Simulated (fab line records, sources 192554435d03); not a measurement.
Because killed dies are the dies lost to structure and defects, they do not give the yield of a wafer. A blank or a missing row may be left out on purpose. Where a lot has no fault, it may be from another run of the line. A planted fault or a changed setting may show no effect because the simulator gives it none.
Which tool was responsible?	flow n5Finfet	10 lots, 29 wafers sampled, at 5 steps of a route of 1938

== WHAT EACH GAUGE READ, for each wafer ==
N5_MOL_CONTACT_COAG_CD_MEAS_101: target cd 16 nm. Usual: cdNm 16.1 nm, standard deviation 0.36.
lot	measured	on	cdNm (nm)	flag
L990	day 5 18:25	cdSem-02	15.8 16.3 16.3	
L994	day 6 13:37	cdSem-02	16.3 15.7 15.5	
L995	day 6 21:45	cdSem-02	16.2 16.5 15.9	
L996	day 7 02:52	cdSem-01	15.8 16.4 15.5	
L105	day 9 06:27	cdSem-01	16.3 16.1 15.8	
L106	day 9 13:45	cdSem-02	16.1 16.2 15.7	
L107	day 9 19:31	cdSem-03	16.1 15.7 16.4	
L110	day 10 10:09	cdSem-02	15.6 16.2	
L111	day 10 17:16	cdSem-03	15.9 16.2 15.4	
L112	day 10 21:58	cdSem-02	16.5 16.2 15.9	

N5_BEOL_M4_RC_MEAS_101. Usual: DIBL_N 36.1 mV/V, standard deviation 1.5; DIBL_P 36.1 mV/V, standard deviation 1.9; IOFF_N 0.159 nA/um, standard deviation 0.029; IOFF_P 0.21 nA/um, standard deviation 0.038; ION_N 675 uA/um, standard deviation 11; ION_P 464 uA/um, standard deviation 8.1; SS_N 71.5 mV/dec, standard deviation 0.57; SS_P 73.3 mV/dec, standard deviation 0.64; VT_N 249 mV, standard deviation 3.1; VT_P -250 mV, standard deviation 3.8.
lot	measured	on	DIBL_N (mV/V)	DIBL_P (mV/V)	IOFF_N (nA/um)	IOFF_P (nA/um)	ION_N (uA/um)	ION_P (uA/um)	SS_N (mV/dec)	SS_P (mV/dec)	VT_N (mV)	VT_P (mV)	flag
L990	day 8 06:20	prober-01	36.9 36.2 36.3	35.9 35.2 34.8	0.156 0.148 0.152	0.20 0.19 0.18	667 675 658	456 457 453	71.5 71.4 71.5	72.8 73.0 72.6	250 251 253	-250 -252 -252	
L994	day 9 02:39	prober-01	34.6 37.2 35.8	34.2 38.0 36.5	0.129 0.189 0.154	0.18 0.25 0.22	665 684 676	463 471 469	71.2 72.2 71.4	72.7 74.2 73.1	252 248 248	-254 -248 -250	
L995	day 9 07:42	prober-02	38.1 36.5 37.6	37.4 35.2 35.9	0.169 0.151 0.170	0.23 0.20 0.20	670 679 669	461 469 458	72.0 71.3 71.9	73.6 73.0 73.2	250 249 247	-250 -250 -251	
L996	day 9 09:17	prober-01	41.1 36.9 38.0	40.4 36.6 37.7	0.279 0.175 0.186	0.29 0.21 0.23	694 679 684	470 460 465	72.1 71.8 72.0	74.6 73.2 74.4	245 249 247	-248 -252 -251	
L110	day 13 12:38	prober-02	35.6 34.5	36.6 34.6	0.159 0.131	0.20 0.17	674 664	456 456	71.3 71.1	72.6 73.1	247 252	-252 -255	
L111	day 13 18:02	prober-02	37.1 37.5 37.6	37.1 37.7 37.6	0.173 0.192 0.198	0.30 0.32 0.31	677 689 686	479 481 473	71.4 72.1 72.0	73.3 73.7 74.3	246 247 245	-241 -242 -244	
L112	day 14 09:27	prober-01	36.2 36.6 34.8	36.8 36.4 36.0	0.181 0.180 0.168	0.23 0.23 0.23	684 680 686	469 468 473	71.1 70.9 71.5	73.3 72.5 73.6	247 246 244	-247 -248 -247	

== WHICH TOOL RAN EACH LOT (tool, then ch and the chambers of the sampled wafers, then the start) ==
lot	N5_MOL_CONTACT_COAG_STRIP_119	N5_MOL_CONTACT_COAG_ETCH_66	N5_MOL_CONTACT_COAG_ETCH_124
L990	plasmaAsher-02 ch 0,1, day 5 16:31	rieDiel-01 ch 0,1,2, day 5 17:33	rieDiel-02 ch 0,1,2, day 5 18:05
L994	plasmaAsher-02 ch 0, day 6 11:16	rieDiel-01 ch 1,2,3, day 6 12:47	rieDiel-02 ch 1,2, day 6 13:18
L995	plasmaAsher-02 ch 0,1, day 6 20:21	rieDiel-02 ch 0,1, day 6 20:59	rieDiel-01 ch 2,3, day 6 21:26
L996	plasmaAsher-01 ch 1, day 7 00:20	rieDiel-02 ch 2,3, day 7 02:06	rieDiel-02 ch 1,2,3, day 7 02:32
L105	plasmaAsher-01 ch 0,1, day 9 05:03	rieDiel-06 ch 2,3, day 9 05:41	rieDiel-02 ch 0,2,3, day 9 06:07
L106	plasmaAsher-02 ch 0,1, day 9 12:11	rieDiel-06 ch 1,3, day 9 12:57	rieDiel-06 ch 0,3, day 9 13:26
L107	plasmaAsher-01 ch 1, day 9 17:29	rieDiel-06 ch 0,1,3, day 9 18:25	rieDiel-06 ch 0,1,2, day 9 18:55
L110	plasmaAsher-01 ch 1, day 10 08:31	rieDiel-01 ch 0,1, day 10 09:22	rieDiel-02 ch 0,3, day 10 09:50
L111	plasmaAsher-01 ch 0,1, day 10 15:35	rieDiel-06 ch 1,2,3, day 10 16:30	rieDiel-01 ch 0,1,3, day 10 16:57
L112	plasmaAsher-01 ch 0,1, day 10 20:08	rieDiel-01 ch 1,3, day 10 20:47	rieDiel-01 ch 2,3, day 10 21:38
- N5_MOL_CONTACT_COAG_STRIP_119: strips in N2/H2, time 30 s.
- N5_MOL_CONTACT_COAG_ETCH_66: etches SiARC in CF4, target depth 13 nm, time 21.7 s.
- N5_MOL_CONTACT_COAG_ETCH_124: etches SiNx in CH3F/O2, stops on SiOC, target depth 6.5 nm.

== WHAT THE TOOLS THEMSELVES READ (means of the sampled wafers that have a number; where no wafer has one, the mark that the record gives instead) ==
N5_MOL_CONTACT_COAG_STRIP_119. Usual: drypumpMotorCurrentA 5.5 A, standard deviation 0.49; heaterPowerW 308 W, standard deviation 10.
lot	tool	drypumpMotorCurrentA (A)	heaterPowerW (W)	flag
L990	plasmaAsher-02	6.1	301	
L994	plasmaAsher-02	6.4	302	
L995	plasmaAsher-02	5.8	299	
L996	plasmaAsher-01	5.6	308	
L105	plasmaAsher-01	5.2	315	
L106	plasmaAsher-02	6.1	303	
L107	plasmaAsher-01	5.6	305	
L110	plasmaAsher-01	5.5	308	
L111	plasmaAsher-01	5.2	314	
L112	plasmaAsher-01	5.4	309	

N5_MOL_CONTACT_COAG_ETCH_66. Usual: biasW 36.01 W, standard deviation 0.1; cf4FlowSccm 99.98 sccm, standard deviation 0.28; drypumpMotorCurrentA 5.6 A, standard deviation 0.5; etchRfOnTimeS 21.6 s, standard deviation 0.35; oesProductAu 0.70 a.u., standard deviation 0.063; rfVppV 184.4 V, standard deviation 1.4; showerheadPlenumPTorr 2.16 Torr, standard deviation 0.08; throttleValvePct 15.59 %, standard deviation 0.18.
lot	tool	biasW (W)	cf4FlowSccm (sccm)	drypumpMotorCurrentA (A)	etchRfOnTimeS (s)	oesProductAu (a.u.)	rfVppV (V)	showerheadPlenumPTorr (Torr)	throttleValvePct (%)	flag
L990	rieDiel-01	35.95	99.98	5.9	21.4	0.62	183.4	2.10	15.82	
L994	rieDiel-01	35.99	100.23	5.8	21.8	0.66	184.3	2.11	15.71	
L995	rieDiel-02	35.90	99.89	5.7	21.3	0.74	184.5	2.18	15.31	
L996	rieDiel-02	36.09	99.91	5.1	21.7	0.72	184.0	2.13	15.57	
L105	rieDiel-06	35.96	99.62	5.2	21.1	0.74	185.9	2.25	15.51	
L106	rieDiel-06	36.01	100.04	6.2	21.9	0.69	184.8	2.12	15.60	
L107	rieDiel-06	36.05	99.85	5.7	21.4	0.72	184.7	2.19	15.54	
L110	rieDiel-01	36.07	100.15	5.7	21.6	0.59	183.1	2.08	15.91	
L111	rieDiel-06	36.03	99.73	5.7	21.7	0.70	185.0	2.18	15.59	
L112	rieDiel-01	36.07	99.77	5.6	21.9	0.66	183.2	2.09	15.68	

N5_MOL_CONTACT_COAG_ETCH_124. Usual: CH3F_flow_sccm 30.00 sccm, standard deviation 0.083; O2_flow_sccm 20.00 sccm, standard deviation 0.068; drypumpMotorCurrentA 5.7 A, standard deviation 0.47; oesProductAu 0.69 a.u., standard deviation 0.063; rfVppV 296.1 V, standard deviation 2.7; showerheadPlenumPTorr 1.99 Torr, standard deviation 0.071; throttleValvePct 16.29 %, standard deviation 0.19.
lot	tool	CH3F_flow_sccm (sccm)	O2_flow_sccm (sccm)	drypumpMotorCurrentA (A)	oesProductAu (a.u.)	rfVppV (V)	showerheadPlenumPTorr (Torr)	throttleValvePct (%)	flag
L990	rieDiel-02	30.02	19.99	5.7	0.75	293.9	2.06	16.01	
L994	rieDiel-02	29.98	20.02	5.7	0.71	294.1	2.08	16.06	
L995	rieDiel-01	29.97	20.04	6.1	0.65	295.5	1.96	16.40	
L996	rieDiel-02	30.10	20.04	5.4	0.72	294.7	2.02	16.15	
L105	rieDiel-02	-	-	-	-	-	-	-	OFF
L106	rieDiel-06	-	-	-	-	-	-	-	OFF
L107	rieDiel-06	-	-	-	-	-	-	-	OFF
L110	rieDiel-02	30.02	20.01	5.3	0.70	295.8	1.98	16.21	
L111	rieDiel-01	30.09	19.98	5.7	0.63	295.6	1.93	16.48	
L112	rieDiel-01	29.97	19.96	6.2	0.74	296.5	1.95	16.16	

== THE ANSWER, worked out from the rows above alone ==
Rule: a lot is off if the mean of its wafers that have a number lies more than 3 standard deviations from the usual mean. Also off: a lot with no number at a reading for which 4 or more lots have one. Where the step has rows for the other lots, those lots are counted as sound. Order of review: gauges by route order, followed by the tools' own readings, for which a lot's mean as printed above is used. At the first step where some lot is off, the reading lying furthest off is the one used; lots without a number count as furthest.
Off: L105, L106, L107, at N5_MOL_CONTACT_COAG_ETCH_124 (CH3F_flow_sccm). Without a number there: L105, L106, L107.
A tool fits if, at that step or a process step before it, it ran every lot that is off, and no sound lot after the first of them. No candidate that was tried fits.

== WHAT WAS PUT IN BY THE SIMULATOR ==
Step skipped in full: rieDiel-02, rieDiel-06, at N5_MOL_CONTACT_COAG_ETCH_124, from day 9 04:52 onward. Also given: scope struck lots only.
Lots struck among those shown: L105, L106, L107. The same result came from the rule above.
